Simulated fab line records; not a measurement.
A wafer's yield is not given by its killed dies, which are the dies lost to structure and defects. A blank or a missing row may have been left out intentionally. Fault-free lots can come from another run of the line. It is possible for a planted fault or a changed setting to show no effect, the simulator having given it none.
What tool caused it?    flow n5_finfet    Sampling: 10 lots, 30 wafers, 5 of 1938 route steps

== WHAT EACH GAUGE READ, for each wafer ==
N5_BEOL_M4_RC_MEAS_101. Usual: DIBL_N 36.3 mV/V, standard deviation 1.8; DIBL_P 36.5 mV/V, standard deviation 2.1; IOFF_N 0.16 nA/um, standard deviation 0.031; IOFF_P 0.22 nA/um, standard deviation 0.038; ION_N 677 uA/um, standard deviation 12; ION_P 466 uA/um, standard deviation 7.8; SS_N 71.5 mV/dec, standard deviation 0.61; SS_P 73.2 mV/dec, standard deviation 0.7; VT_N 249 mV, standard deviation 3; VT_P -248.9 mV, standard deviation 3.
lot   measured      on         DIBL_N (mV/V)   DIBL_P (mV/V)   IOFF_N (nA/um)  IOFF_P (nA/um)  ION_N (uA/um)  ION_P (uA/um)  SS_N (mV/dec)   SS_P (mV/dec)   VT_N (mV)    VT_P (mV)             flag
L247  day 8 19:02   prober-02  34.6 36.4 34.8  35.1 37.0 34.2  0.14 0.17 0.13  0.22 0.24 0.21  676 682 662    472 474 464    71.2 70.5 71.4  73.5 73.3 72.3  251 246 252  -245.7 -246.0 -249.5  
L250  day 9 09:10   prober-02  35.9 36.7 36.4  36.8 37.7 37.2  0.15 0.17 0.16  0.20 0.22 0.20  667 664 687    456 459 463    72.2 72.4 71.9  73.3 73.4 73.5  250 252 248  -249.2 -251.5 -251.7  
L251  day 9 15:04   prober-02  38.6 36.0 37.0  37.6 36.0 36.9  0.19 0.16 0.17  0.25 0.23 0.23  681 691 694    468 473 472    71.4 71.2 70.9  74.4 73.8 73.6  248 247 248  -248.4 -246.6 -249.9  
L254  day 10 01:01  prober-02  35.5 34.6 39.3  37.0 35.8 42.0  0.17 0.15 0.28  0.27 0.24 0.38  689 687 708    478 480 488    71.1 71.0 72.2  73.5 72.2 73.6  246 249 238  -243.1 -246.4 -240.6  
L260  day 11 23:54  prober-01  37.1 38.7 38.9  35.6 37.7 38.3  0.15 0.19 0.18  0.21 0.25 0.27  672 687 679    465 471 467    72.3 72.5 72.9  73.7 73.8 73.5  253 250 250  -248.6 -247.8 -247.4  
L261  day 12 03:03  prober-02  36.2 35.5 39.4  36.2 36.1 40.5  0.15 0.15 0.21  0.23 0.22 0.32  666 679 687    464 474 479    71.3 71.7 71.9  73.1 73.5 73.8  252 247 244  -248.3 -250.4 -243.2  
L263  day 12 03:20  prober-01  36.0 35.6 37.9  35.1 34.4 37.3  0.14 0.13 0.18  0.21 0.20 0.24  665 664 685    461 459 462    70.5 71.0 71.1  71.8 72.4 73.0  251 253 249  -251.0 -252.6 -247.0  
L268  day 13 19:41  prober-02  32.2 32.5 33.8  32.2 32.5 33.8  0.10 0.11 0.12  0.15 0.15 0.17  641 671 650    449 462 453    70.8 70.4 70.7  72.1 72.4 72.5  256 255 253  -254.0 -252.8 -252.0  
L269  day 14 04:28  prober-01  36.1 36.2 36.2  36.8 36.5 37.3  0.17 0.16 0.16  0.23 0.23 0.25  682 682 683    469 475 467    71.8 71.7 71.4  73.2 72.9 73.1  248 248 249  -249.1 -246.7 -244.5  
L270  day 14 01:23  prober-01  34.1 34.1 38.3  35.5 34.8 40.8  0.14 0.14 0.23  0.20 0.19 0.31  680 661 698    469 457 477    71.8 71.4 71.7  72.6 72.4 73.5  250 249 245  -250.0 -249.1 -246.5  

== TOOL THAT RAN EACH LOT (tool first, then ch and the chambers of the sampled wafers, then the start) ==
lot   N5_BEOL_M0_SAQP_STRIP_86           N5_BEOL_M0_SAQP_RECESS_114          N5_BEOL_M0_SAQP_RECESS_104          N5_BEOL_M0_SAQP_COAT_87
L247  rie_diel-04 ch 1,2, day 5 13:44    vapor_etch-01 ch 0,1, day 5 13:53   vapor_etch-02 ch 0,1, day 5 15:52   litho_track-04 ch 0, day 5 17:25
L250  rie_diel-04 ch 0,1, day 6 08:29    vapor_etch-02 ch 0,1, day 6 08:38   vapor_etch-02 ch 0,1, day 6 10:08   litho_track-05 ch 0, day 6 11:49
L251  rie_diel-03 ch 0,1, day 6 12:02    vapor_etch-02 ch 1, day 6 12:10     vapor_etch-02 ch 0,1, day 6 13:29   litho_track-05 ch 0, day 6 15:02
L254  rie_diel-06 ch 0,1, day 7 08:46    vapor_etch-02 ch 0,1, day 7 08:54   vapor_etch-01 ch 0,1, day 7 10:21   litho_track-05 ch 0, day 7 12:12
L260  rie_diel-04 ch 0,2, day 8 18:34    vapor_etch-01 ch 0,1, day 8 18:41   vapor_etch-01 ch 0,1, day 8 22:13   litho_track-05 ch 0, day 9 00:50
L261  rie_diel-06 ch 0,1,3, day 8 23:37  vapor_etch-01 ch 0, day 8 23:45     vapor_etch-02 ch 0,1, day 9 01:52   litho_track-05 ch 0, day 9 03:33
L263  rie_diel-04 ch 0,1, day 9 12:25    vapor_etch-02 ch 0,1, day 9 12:36   vapor_etch-02 ch 0,1, day 9 14:55   litho_track-04 ch 0, day 9 16:37
L268  rie_diel-06 ch 2,3, day 10 14:45   vapor_etch-01 ch 0, day 10 14:53    vapor_etch-02 ch 0,1, day 10 16:12  litho_track-04 ch 0, day 10 17:58
L269  rie_diel-03 ch 1,3, day 11 01:44   vapor_etch-02 ch 0,1, day 11 01:52  vapor_etch-02 ch 0,1, day 11 03:11  litho_track-04 ch 0, day 11 05:01
L270  rie_diel-03 ch 0,3, day 11 10:58   vapor_etch-02 ch 0,1, day 11 11:13  vapor_etch-02 ch 0,1, day 11 12:58  litho_track-04 ch 0, day 11 15:57
- N5_BEOL_M0_SAQP_STRIP_86: strips in N2/H2.
- N5_BEOL_M0_SAQP_RECESS_114: chemistry HF/NH3, target SiO2, target depth 14.4 nm, afs cycles 3, sublimation time 60 s.
- N5_BEOL_M0_SAQP_RECESS_104: chemistry HF/NH3, target SiO2, target depth 18 nm, afs cycles 3, sublimation time 60 s.
- N5_BEOL_M0_SAQP_COAT_87: time 60 s, resist thk 5 nm.

== WHAT THE TOOLS THEMSELVES READ (means of the sampled wafers that have a number; where no wafer has one, the mark that the record gives instead) ==
N5_BEOL_M0_SAQP_STRIP_86. Usual: bias_power_w 28.01 W, standard deviation 0.085; drypump_motor_current_A 5.9 A, standard deviation 0.4; oes_product_au 0.76 a.u., standard deviation 0.074; rf_vpp_V 122.0 V, standard deviation 1.5; showerhead_plenum_p_Torr 3.42 Torr, standard deviation 0.084; throttle_valve_pct 18.9 %, standard deviation 0.33.
lot   tool         bias_power_w (W)  drypump_motor_current_A (A)  oes_product_au (a.u.)  rf_vpp_V (V)  showerhead_plenum_p_Torr (Torr)  throttle_valve_pct (%)  flag
L247  rie_diel-04  27.96             6.4                          0.72                   122.1         3.48                             18.9                    
L250  rie_diel-04  27.90             6.2                          0.84                   123.2         3.45                             18.5                    
L251  rie_diel-03  27.98             6.1                          0.71                   121.8         3.48                             19.2                    
L254  rie_diel-06  28.01             5.3                          0.74                   121.9         3.36                             19.3                    
L260  rie_diel-04  27.97             6.3                          0.73                   122.0         3.45                             19.0                    
L261  rie_diel-06  27.97             5.6                          0.72                   122.7         3.30                             19.2                    
L263  rie_diel-04  28.02             6.2                          0.81                   122.3         3.44                             18.6                    
L268  rie_diel-06  27.99             5.7                          0.76                   122.0         3.24                             18.9                    
L269  rie_diel-03  28.05             5.9                          0.76                   121.3         3.46                             18.9                    
L270  rie_diel-03  28.01             6.3                          0.94                   121.5         3.44                             18.6                    

N5_BEOL_M0_SAQP_RECESS_114. Usual: drypump_motor_current_A reads 5.8 A (standard deviation 0.44).
lot   tool           drypump_motor_current_A (A)  flag
L247  vapor_etch-01  5.4                          
L250  vapor_etch-02  6.1                          
L251  vapor_etch-02  6.0                          
L254  vapor_etch-02  6.2                          
L260  vapor_etch-01  5.3                          
L261  vapor_etch-01  5.6                          
L263  vapor_etch-02  6.2                          
L268  vapor_etch-01  5.6                          
L269  vapor_etch-02  6.2                          
L270  vapor_etch-02  6.1                          

N5_BEOL_M0_SAQP_RECESS_104. Usual: drypump_motor_current_A reads 5.8 A (standard deviation 0.43).
lot   tool           drypump_motor_current_A (A)  flag
L247  vapor_etch-02  6.1                          
L250  vapor_etch-02  6.1                          
L251  vapor_etch-02  6.2                          
L254  vapor_etch-01  5.2                          
L260  vapor_etch-01  5.2                          
L261  vapor_etch-02  6.1                          
L263  vapor_etch-02  6.1                          
L268  vapor_etch-02  6.1                          
L269  vapor_etch-02  6.2                          
L270  vapor_etch-02  6.1                          

N5_BEOL_M0_SAQP_COAT_87. Usual: resist_line_temp_C 23.00 C, standard deviation 0.11; spin_speed_rpm 1499.8 rpm, standard deviation 0.83.
lot   tool            resist_line_temp_C (C)  spin_speed_rpm (rpm)  flag
L247  litho_track-04  22.82                   1500.3                
L250  litho_track-05  23.05                   1500.9                
L251  litho_track-05  23.03                   1500.2                
L254  litho_track-05  22.99                   1499.3                
L260  litho_track-05  23.02                   1386.5                OFF
L261  litho_track-05  23.03                   1387.2                OFF
L263  litho_track-04  22.99                   1500.0                
L268  litho_track-04  23.16                   1499.5                
L269  litho_track-04  22.95                   1500.0                
L270  litho_track-04  22.99                   1499.7                

== THE ANSWER, worked out from the rows above alone ==
Rule: take the mean of a lot's wafers that have a number; if it is more than 3 standard deviations from the usual mean, the lot is off. Also off: a lot with no number at a reading for which 4 or more lots have one. Where the step has rows for the other lots, those lots are counted as sound. The gauges are gone through in route order, then the tools' own readings, and for those a lot's mean is taken as printed above. The first step at which some lot is off is used, and at that step the reading that is off furthest; a lot without a number counts as furthest.
Off at N5_BEOL_M0_SAQP_COAT_87 (spin_speed_rpm): L260, L261.
If a tool, at that step or one of the process steps before it, ran each lot that is off and ran no sound lot following the first of them, it fits. One candidate fits, namely litho_track-05 at N5_BEOL_M0_SAQP_COAT_87. Its last sound lot is L254 (day 7 12:12), its first lot that is off L260 (day 9 00:50): a fault that began between those two fits.
On the lots that are off, the tool's own readings at N5_BEOL_M0_SAQP_COAT_87 differ by more than 5 times the standard deviation of the sound lots' means, which bears it out; spin_speed_rpm reads 1386.8 rpm there versus 1500.0 rpm on the sound lots.

== WHAT THE SIMULATOR HAD PUT IN ==
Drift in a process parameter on litho_track-05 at N5_BEOL_M0_SAQP_COAT_87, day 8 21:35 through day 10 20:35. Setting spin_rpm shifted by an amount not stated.
Lots struck among those shown: L260, L261. The same result came from the rule above.
